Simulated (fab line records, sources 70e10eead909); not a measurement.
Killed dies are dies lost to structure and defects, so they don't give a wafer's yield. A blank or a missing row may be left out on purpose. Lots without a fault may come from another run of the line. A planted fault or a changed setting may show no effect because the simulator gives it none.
Problem report in the 8D (eight disciplines) form, filled by code | flow nand_harc | the parts of the form that need people (team, actions taken, sign-off) are left out

1. THE PROBLEM
killed_at_array at NHARC_END_SORT_01 reads a mean of 124 on 4 wafers of 2 lots; wafers without a fault read 25 with a standard deviation of 9.2. That is +11 standard deviations from the usual mean.
First seen on wafer L106.3, day 23 03:07, on prober-01. The record holds 17 wafers of 6 lots with a number at this step. Rule for "out", or "out of limits": more than 4 standard deviations from the usual mean. The other wafers with a number count as sound.

2. WHAT IT IS AND WHAT IT IS NOT
question                    | is                             | is not
which readings at this step | killed_at_array, killed_dies   | killed_at_periphery, killed_short
which lots                  | L106, L107                     | L103, L108, L109, L110
which wafers of those lots  | L106.3, L106.5, L107.2, L107.6 | L106.6, L107.5
read on which gauges        | prober-01                      | prober-02
when                        | from day 23 03:07              | up to then (3 sound wafers); but 10 sound wafers of L106, L107, L108, L109, L110 came after

3. SUSPECTS, AND WHAT RULES EACH OUT
Counting: a tool at a process step up to the reading stays a suspect if it ran every lot that is out. Sound lots after the first of them don't rule it out here, since some wafers of a struck lot are sound.
- the gauge at NHARC_END_SORT_01: kept. All the wafers that are out were read on prober-01, and no step on other tools shows them out.
- har_cap_etch-03 at NHARC_A_CONTACT_ETCH_128 (etches the open film in C4F8/O2/Ar, time 155 s, target depth 956 nm): kept. It ran every lot that is out, first L106 (day 20 08:47).
- Within har_cap_etch-03 at NHARC_A_CONTACT_ETCH_128: the wafers that are out ran in chamber 0; their sound lot-mates ran in chamber 1.
Left after counting: har_cap_etch-03 at NHARC_A_CONTACT_ETCH_128, prober-01 at NHARC_END_SORT_01.

4. THE CAUSE (what the simulator had put in)
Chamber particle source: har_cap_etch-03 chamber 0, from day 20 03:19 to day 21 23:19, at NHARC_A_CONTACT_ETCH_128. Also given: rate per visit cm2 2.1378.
Counting left 2 suspects, and this tool is among them.

5. THE CHAIN OF EFFECTS, in route order
Each row: a reading whose mean over the struck wafers that have a number lies more than 3 standard deviations from the usual. Only readings for which the record gives a usual standard deviation are gone through. hours: the time from each lot's start at the first step in this table that gives one to its start at this step, as a median over the lots. sigmas: the change in usual standard deviations.
hours | step              | reading         | usual | on struck wafers | change | sigmas
0     | NHARC_END_SORT_01 | killed_at_array | 25    | 124              | +99    | +11
0     | NHARC_END_SORT_01 | killed_dies     | 29    | 129              | +100   | +10

6. WHAT WOULD HAVE CAUGHT IT SOONER
In this record the first reading out of limits at a measuring or inspecting step was taken at day 23 03:07, 72 hours after the fault began at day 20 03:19.
All the lots that are out (2) had begun NHARC_A_CONTACT_ETCH_128 on har_cap_etch-03 by day 23 03:07. A hold on the tool at that time would have spared none of them.
